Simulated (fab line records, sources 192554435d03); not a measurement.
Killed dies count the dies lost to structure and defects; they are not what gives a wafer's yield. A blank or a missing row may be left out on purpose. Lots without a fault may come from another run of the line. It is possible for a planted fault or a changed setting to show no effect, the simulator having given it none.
Matching of chambers    flow n5_finfet    4 sister chambers for N5_BEOL_M15_ETCH_57 on rie_diel-02
The step etches SOC in N2/H2, time 750 s. 8 wafers are shown with their chamber, then 10 later ones without.

EACH WAFER AND ITS CHAMBER
wafer   chamber  drypump_motor_current_A (A)  showerhead_plenum_p_Torr (Torr)
L083.5  2        6.5                          2.53
L082.1  2        6.5                          2.53
L082.5  3        5.7                          2.71
L084.4  3        5.6                          2.70
L088.3  0        5.1                          2.58
L088.4  0        5.1                          2.58
L091.3  1        5.8                          2.51
L091.4  1        5.8                          2.51

WAFERS WHOSE CHAMBER IS MISSING
wafer   drypump_motor_current_A (A)  showerhead_plenum_p_Torr (Torr)
L091.5  5.8                          2.51
L092.1  5.8                          2.51
L092.2  5.6                          2.70
L092.5  6.4                          2.52
L093.3  5.6                          2.70
L093.4  5.1                          2.58
L093.6  5.1                          2.58
L096.3  5.1                          2.58
L096.5  5.6                          2.69
L096.6  6.5                          2.52

CHAMBER TAKEN BY EACH
wafer   from the rows above  in truth
L091.5  1                    1
L092.1  1                    1
L092.2  3                    3
L092.5  2                    2
L093.3  3                    3
L093.4  0                    0
L093.6  0                    0
L096.3  0                    0
L096.5  3                    3
L096.6  2                    2
Placed correctly: 10 of 10. Not placeable from these rows: 0. Placed wrongly: 0.
How it was worked out, from the rows above alone: a wafer's distance from a chamber is the root of the sum, over the readings, of the square of ((its reading less the chamber's mean) divided by the reading's scatter). If the next closest chamber is less than 2 further off than the closest, the wafer can't be placed; otherwise it belongs to the closest. The mean given for a chamber averages the wafers shown for that chamber. The scatter is the square root of a quotient: the sum, over the shown wafers, of each reading's squared deviation from its chamber's mean, divided by wafers minus chambers.
